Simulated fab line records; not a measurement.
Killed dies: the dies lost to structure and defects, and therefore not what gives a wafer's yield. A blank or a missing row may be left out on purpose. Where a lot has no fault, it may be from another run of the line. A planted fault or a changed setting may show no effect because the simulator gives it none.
Chamber matching	flow n5 finfet	N5_HKMG_FIN_DESCUM_17 on rie diel-02 has 4 sister chambers
The step chemistry O2, time 7.9 s. 4 wafers are shown with their chamber, then 10 later ones without.

WAFERS WITH THEIR CHAMBER
wafer	chamber	throttle valve pct (%)
L075.5	0	20.83
L082.2	3	20.26
L084.2	2	20.36
L084.3	1	20.63

WAFERS MISSING THEIR CHAMBER
wafer	throttle valve pct (%)
L084.4	20.86
L089.3	20.84
L089.4	20.31
L089.5	20.30
L093.1	20.32
L093.3	20.40
L093.6	20.31
L094.1	20.88
L094.2	20.39
L094.3	20.63

WHICH CHAMBER EACH WENT THROUGH
wafer	from the rows above	in truth
L084.4	0	0
L089.3	0	0
L089.4	can't be placed: 3 or 2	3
L089.5	can't be placed: 3 or 2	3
L093.1	can't be placed: 2 or 3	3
L093.3	2	2
L093.6	can't be placed: 3 or 2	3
L094.1	0	0
L094.2	2	2
L094.3	1	1
Correctly placed: 6 of 10. Unplaceable from these rows: 4, with the true chamber sitting among the candidates in 4. Placed wrongly: 0.
How it was worked out, from the rows above alone: a wafer's distance from a chamber is the root of the sum, over the readings, of the square of ((its reading less the chamber's mean) divided by the reading's scatter). If the next closest chamber is less than 2 further off than the closest, the wafer can't be placed; otherwise it belongs to the closest. For every chamber, the mean is computed from those of its wafers that are shown. The scatter: with one shown wafer a chamber, the root of the mean of the squares of how far each hidden wafer lies from its nearest shown one.
